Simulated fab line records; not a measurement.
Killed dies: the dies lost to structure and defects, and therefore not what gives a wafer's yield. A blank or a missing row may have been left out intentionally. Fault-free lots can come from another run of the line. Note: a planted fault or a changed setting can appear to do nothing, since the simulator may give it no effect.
Comparing a struck lot with a sound one + flow nandHarc + 13 steps out of a route of 1302
Sound: these wafers, L636.1, L636.3, L636.6. Wafers L641.3, L641.6 were the ones struck. At the end, the cause is stated.
Each step with rows lists, per side, the tool, then ch with its chambers, then its first start. Under that, the readings that differ: sound wafers + struck wafers + difference of the means + sigmas: that difference in standard deviations of wafers without a fault.
alike: same words and numbers on both sides, and readings whose means sit less than 2 such deviations apart. not compared: any withheld reading, any reading some wafer has no value for, any bound like >300 that may hide the same value, and any number with overlapping values for which the record gives no deviation.
A row with sigmas, a row that says differs or no value, or rows on one side alone: a step with any of these is where the two part. When numbers do not overlap yet have no deviation, they are printed without sigmas and do not part them. Lack of a reading on every wafer of one side parts them only where that side has two or more wafers.

NHARC_A_WL_FILL_ALD_02: deposits TiN, target thk 2 nm, pulse time 3 s, ald cycles 100.
  sound on aldMetal-01 ch 0,2,3, day 24 01:52; struck on aldMetal-01 ch 2,3, day 26 09:36
  alike: heaterPowerW, precursorPulseHeightRel
NHARC_A_WL_FILL_CVD_03: deposits W, target thk 40 nm, time 279 s.
  sound on cvdW-02 ch 0,1, day 24 02:28; struck on cvdW-02 ch 1, day 26 10:06
  alike: chamberPressureTorr, heaterPowerW, mfcH2Sccm, throttleValvePct
then, 1 step without rows for these wafers: NHARC_A_WL_FILL_ETCHBACK_04 (etches the open film in NF3, target depth 60 nm, time 120 s).
NHARC_A_WL_FILL_ETCHBACK_05: etches the open film in Cl2/BCl3, target depth 22 nm, time 60 s.
  sound on rieMetal-03 ch 0, day 24 03:02; struck on rieMetal-03 ch 0,1, day 26 10:38
  alike: drypumpMotorCurrentA, oesProductAu, runLengthS
  not compared: rfHoursCounterH
NHARC_A_WL_FILL_STRIP_27: strips in N2/H2, time 20 s.
  sound on plasmaAsher-02 ch 0,1, day 24 03:11; struck on plasmaAsher-01 ch 0,1, day 26 10:47
| reading          | sound       | struck  | difference | sigmas |
|------------------|-------------|---------|------------|--------|
| heaterPowerW (W) | 347 354 350 | 272 284 | -72        | -2     |
  alike: drypumpMotorCurrentA
  not compared: rfHoursCounterH
then, 5 steps without rows for these wafers: NHARC_A_WL_FILL_STRIP_28 (strips in post etch residue remover, time 1200 s); NHARC_A_WL_FILL_PRECLEAN_06 (cleans in DIW, time 300 s); NHARC_A_WL_FILL_SRD_07; NHARC_A_WL_FILL_ANNEAL_08 (time 1800 s); NHARC_A_WL_FILL_ALD_10 (deposits SiO2, target thk 50 nm, pulse time 10 s, ald cycles 500).
NHARC_A_WL_FILL_ETCHBACK_16: etches the open film in C4F8/O2/Ar, target depth 120 nm, time 24 s.
  sound on rieDiel-05 ch 0,1,3, day 24 15:32; struck on rieDiel-05 ch 2,3, day 26 22:56
| reading        | sound          | struck    | difference | sigmas |
|----------------|----------------|-----------|------------|--------|
| runLengthS (s) | 45.0 46.2 46.0 | 30.6 29.9 | -15.5      | -41    |
  alike: oesProductAu, rfVppV
  not compared: rfHoursCounterH
NHARC_A_WL_FILL_STRIP_29: strips in O2, time 20 s.
  sound on rieDiel-05 ch 0,2, day 24 15:38; struck on rieDiel-05 ch 0,1, day 26 23:03
  alike: drypumpMotorCurrentA, oesProductAu, rfVppV, showerheadPlenumPTorr, throttleValvePct
  not compared: rfHoursCounterH
-- record jumps: 4 days between struck wafers' starts before vs after; left off in module A_WL_FILL, resumes in module END, first step shown is number 1302 of the route --
NHARC_END_SORT_01:
  the record has rows for the struck wafers here (prober-01 ch 0, day 30 11:18) and none for the sound ones

## WHERE THEY PART
At NHARC_A_WL_FILL_STRIP_27 first; at NHARC_END_SORT_01 last (within this record only).

WHY: what the simulator had put in
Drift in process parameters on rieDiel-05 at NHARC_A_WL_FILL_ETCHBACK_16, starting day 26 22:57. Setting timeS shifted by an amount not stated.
